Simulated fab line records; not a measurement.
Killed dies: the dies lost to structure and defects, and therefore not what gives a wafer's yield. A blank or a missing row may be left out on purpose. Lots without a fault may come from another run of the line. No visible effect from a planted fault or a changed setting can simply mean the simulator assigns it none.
Shared-tool check || flow nandHarc || 3 lots, 9 wafers sampled

WHAT PROMPTED THE OPENING
At NHARC_END_SORT_01 the reading killedAtArray is flagged on 2 of 3 lots. Wafers without a fault read 46, standard deviation 15.
Rule: a lot gets a flag if all its wafers with a number sit over 4 standard deviations from that mean, or if no wafer of it has a number. The rest of the lots are taken to be sound.

{"lot": "L264", "measured": "day 27 14:19", "on": "prober-01", "killedAtArray, wafer by wafer": "47 43 47", "flag": ""}
{"lot": "L273", "measured": "day 31 19:50", "on": "prober-01", "killedAtArray, wafer by wafer": "149 167 146", "flag": "FLAGGED"}
{"lot": "L274", "measured": "day 32 04:22", "on": "prober-01", "killedAtArray, wafer by wafer": "138 129 123", "flag": "FLAGGED"}
The numbers of the flagged lots are 142 on average: +96 against the usual, or +6 standard deviations.

LOT BY LOT: THE TOOL USED
2 process steps preceding the reading are held in the record, out of 1302 steps in the route. Each cell gives the tool, then ch followed by the chambers the sampled wafers passed through, then the start.
{"lot": "L264", "flag": "", "NHARC_A_CONTACT_ETCH_126": "harCapEtch-03 ch 0, day 25 05:08", "NHARC_THIN_TSV_DESCUM_35": "rieDiel-03 ch 0,1,3, day 27 06:28"}
{"lot": "L273", "flag": "FLAGGED", "NHARC_A_CONTACT_ETCH_126": "harCapEtch-02 ch 0,1, day 29 02:53", "NHARC_THIN_TSV_DESCUM_35": "rieDiel-03 ch 1,2,3, day 31 08:09"}
{"lot": "L274", "flag": "FLAGGED", "NHARC_A_CONTACT_ETCH_126": "harCapEtch-02 ch 0,1, day 29 18:47", "NHARC_THIN_TSV_DESCUM_35": "rieDiel-08 ch 1,2,3, day 31 16:58"}
These steps, and what they do:
- NHARC_A_CONTACT_ETCH_126: etches the open film in C4F8/O2/Ar, time 197 s, target depth 1918 nm.
- NHARC_THIN_TSV_DESCUM_35: chemistry O2, time 3 s.
- NHARC_END_SORT_01

FLAGGED OVER TOTAL, TOOL BY TOOL (the gauges that took the reading come last)
{"step": "NHARC_A_CONTACT_ETCH_126", "tool": "harCapEtch-02", "lots run": 2, "flagged": 2, "share of the flagged lots": "all", "sound lots run after its first flagged lot": 0}
{"step": "NHARC_A_CONTACT_ETCH_126", "tool": "harCapEtch-03", "lots run": 1, "flagged": 0, "share of the flagged lots": "none", "sound lots run after its first flagged lot": "-"}
{"step": "NHARC_THIN_TSV_DESCUM_35", "tool": "rieDiel-03", "lots run": 2, "flagged": 1, "share of the flagged lots": "some", "sound lots run after its first flagged lot": 0}
{"step": "NHARC_THIN_TSV_DESCUM_35", "tool": "rieDiel-08", "lots run": 1, "flagged": 1, "share of the flagged lots": "some", "sound lots run after its first flagged lot": 0}
{"step": "NHARC_END_SORT_01", "tool": "prober-01", "lots run": 3, "flagged": 2, "share of the flagged lots": "all", "sound lots run after its first flagged lot": 0}

WHAT IS ALLOWED BY THE TABLE
2 rows of the table ran every flagged lot: harCapEtch-02 at NHARC_A_CONTACT_ETCH_126, prober-01 at NHARC_END_SORT_01.
- harCapEtch-02 at NHARC_A_CONTACT_ETCH_126 ran 2 lots, 2 of them flagged. Because this sample shows no sound lot run on it before its first flagged lot, the start cannot be pinned down more closely.
- prober-01 at NHARC_END_SORT_01 ran 3 lots, 2 of them flagged. A fault beginning between L264 (day 27 14:19), its last sound lot, and L273 (day 31 19:50), its first flagged one, fits the data.
Counting lots can't tell these 2 tools apart, because each fits a fault that began at some hour. More lots, or a look at what each step does to the wafer, might.

WHAT THE SIMULATOR PUT IN
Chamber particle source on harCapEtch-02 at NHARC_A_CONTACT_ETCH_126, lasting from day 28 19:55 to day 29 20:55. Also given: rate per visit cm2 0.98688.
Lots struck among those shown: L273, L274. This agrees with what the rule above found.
